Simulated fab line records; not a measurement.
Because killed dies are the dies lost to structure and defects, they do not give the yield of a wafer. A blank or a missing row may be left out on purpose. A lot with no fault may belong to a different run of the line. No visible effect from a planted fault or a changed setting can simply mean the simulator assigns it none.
Matching of chambers :: flow n5 finfet :: N5_BEOL_M2_ETCH_74 on rie diel-05 has 4 sister chambers
The step etches underlayer in N2/H2, target depth 6.5 nm, time 5.2 s. 24 wafers are shown with their chamber, then 12 later ones without.

WAFERS WITH THEIR CHAMBER
wafer: L076.2
chamber: 3
drypump motor current A (A): 4.9
throttle valve pct (%): 17.2
showerhead plenum p Torr (Torr): 2.47

wafer: L076.3
chamber: 0
drypump motor current A (A): 6.0
throttle valve pct (%): 17.8
showerhead plenum p Torr (Torr): 2.47

wafer: L076.4
chamber: 1
drypump motor current A (A): 6.3
throttle valve pct (%): 17.5
showerhead plenum p Torr (Torr): 2.47

wafer: L080.3
chamber: 2
drypump motor current A (A): 6.6
throttle valve pct (%): 18.0
showerhead plenum p Torr (Torr): 2.53

wafer: L080.4
chamber: 3
drypump motor current A (A): 4.9
throttle valve pct (%): 17.2
showerhead plenum p Torr (Torr): 2.47

wafer: L080.5
chamber: 2
drypump motor current A (A): 6.6
throttle valve pct (%): 18.1
showerhead plenum p Torr (Torr): 2.53

wafer: L084.2
chamber: 2
drypump motor current A (A): 6.6
throttle valve pct (%): 18.1
showerhead plenum p Torr (Torr): 2.52

wafer: L084.3
chamber: 0
drypump motor current A (A): 6.0
throttle valve pct (%): 17.8
showerhead plenum p Torr (Torr): 2.46

wafer: L084.6
chamber: 0
drypump motor current A (A): 6.0
throttle valve pct (%): 17.8
showerhead plenum p Torr (Torr): 2.46

wafer: L085.2
chamber: 3
drypump motor current A (A): 4.9
throttle valve pct (%): 17.3
showerhead plenum p Torr (Torr): 2.47

wafer: L085.5
chamber: 2
drypump motor current A (A): 6.6
throttle valve pct (%): 18.1
showerhead plenum p Torr (Torr): 2.52

wafer: L085.6
chamber: 3
drypump motor current A (A): 4.9
throttle valve pct (%): 17.3
showerhead plenum p Torr (Torr): 2.46

wafer: L087.1
chamber: 0
drypump motor current A (A): 6.0
throttle valve pct (%): 17.8
showerhead plenum p Torr (Torr): 2.46

wafer: L087.5
chamber: 2
drypump motor current A (A): 6.6
throttle valve pct (%): 18.1
showerhead plenum p Torr (Torr): 2.52

wafer: L087.6
chamber: 1
drypump motor current A (A): 6.4
throttle valve pct (%): 17.5
showerhead plenum p Torr (Torr): 2.47

wafer: L090.1
chamber: 1
drypump motor current A (A): 6.3
throttle valve pct (%): 17.6
showerhead plenum p Torr (Torr): 2.47

wafer: L090.2
chamber: 3
drypump motor current A (A): 4.9
throttle valve pct (%): 17.3
showerhead plenum p Torr (Torr): 2.46

wafer: L090.3
chamber: 2
drypump motor current A (A): 6.6
throttle valve pct (%): 18.1
showerhead plenum p Torr (Torr): 2.52

wafer: L090.4
chamber: 0
drypump motor current A (A): 6.0
throttle valve pct (%): 17.8
showerhead plenum p Torr (Torr): 2.45

wafer: L090.5
chamber: 0
drypump motor current A (A): 6.0
throttle valve pct (%): 17.8
showerhead plenum p Torr (Torr): 2.45

wafer: L090.6
chamber: 1
drypump motor current A (A): 6.3
throttle valve pct (%): 17.5
showerhead plenum p Torr (Torr): 2.47

wafer: L091.1
chamber: 1
drypump motor current A (A): 6.4
throttle valve pct (%): 17.6
showerhead plenum p Torr (Torr): 2.47

wafer: L091.2
chamber: 0
drypump motor current A (A): 6.0
throttle valve pct (%): 17.8
showerhead plenum p Torr (Torr): 2.45

wafer: L091.3
chamber: 2
drypump motor current A (A): 6.6
throttle valve pct (%): 18.1
showerhead plenum p Torr (Torr): 2.52

SIGNATURES (means of the wafers above)
reading: drypump motor current A
chamber 0: 6.000
chamber 1: 6.340
chamber 2: 6.600
chamber 3: 4.900
scatter within a chamber: 0.0245

reading: throttle valve pct
chamber 0: 17.800
chamber 1: 17.540
chamber 2: 18.086
chamber 3: 17.260
scatter within a chamber: 0.0404

reading: showerhead plenum p Torr
chamber 0: 2.4571
chamber 1: 2.4700
chamber 2: 2.5229
chamber 3: 2.4660
scatter within a chamber: 0.0055
Rule: distance of a wafer from a chamber = root of the sum over the readings of ((wafer's reading minus chamber's mean) / reading's scatter) squared. The wafer belongs to the nearest chamber; if the next one is less than 2 further off, it can't be placed. The scatter: the root of (the sum of the squares of (reading less its chamber's mean) over the shown wafers, divided by (wafers less chambers)).

WAFERS WITH NO CHAMBER GIVEN
wafer: L091.4
drypump motor current A (A): 4.9
throttle valve pct (%): 17.3
showerhead plenum p Torr (Torr): 2.46

wafer: L091.5
drypump motor current A (A): 4.9
throttle valve pct (%): 17.3
showerhead plenum p Torr (Torr): 2.46

wafer: L091.6
drypump motor current A (A): 6.6
throttle valve pct (%): 18.1
showerhead plenum p Torr (Torr): 2.52

wafer: L092.4
drypump motor current A (A): 6.6
throttle valve pct (%): 18.1
showerhead plenum p Torr (Torr): 2.52

wafer: L092.5
drypump motor current A (A): 4.9
throttle valve pct (%): 17.3
showerhead plenum p Torr (Torr): 2.46

wafer: L092.6
drypump motor current A (A): 6.0
throttle valve pct (%): 17.8
showerhead plenum p Torr (Torr): 2.45

wafer: L094.1
drypump motor current A (A): 5.9
throttle valve pct (%): 17.8
showerhead plenum p Torr (Torr): 2.45

wafer: L094.5
drypump motor current A (A): 4.9
throttle valve pct (%): 17.3
showerhead plenum p Torr (Torr): 2.46

wafer: L094.6
drypump motor current A (A): 6.0
throttle valve pct (%): 17.8
showerhead plenum p Torr (Torr): 2.45

wafer: L095.2
drypump motor current A (A): 4.9
throttle valve pct (%): 17.3
showerhead plenum p Torr (Torr): 2.46

wafer: L095.3
drypump motor current A (A): 6.0
throttle valve pct (%): 17.8
showerhead plenum p Torr (Torr): 2.45

wafer: L095.4
drypump motor current A (A): 6.6
throttle valve pct (%): 18.1
showerhead plenum p Torr (Torr): 2.52

THE CHAMBER EACH PASSED THROUGH
wafer: L091.4
from the rows above: 3
in truth: 3

wafer: L091.5
from the rows above: 3
in truth: 3

wafer: L091.6
from the rows above: 2
in truth: 2

wafer: L092.4
from the rows above: 2
in truth: 2

wafer: L092.5
from the rows above: 3
in truth: 3

wafer: L092.6
from the rows above: 0
in truth: 0

wafer: L094.1
from the rows above: 0
in truth: 0

wafer: L094.5
from the rows above: 3
in truth: 3

wafer: L094.6
from the rows above: 0
in truth: 0

wafer: L095.2
from the rows above: 3
in truth: 3

wafer: L095.3
from the rows above: 0
in truth: 0

wafer: L095.4
from the rows above: 2
in truth: 2
12 of 12 placed correctly. Can't be placed from these rows: 0. 0 placed wrongly.
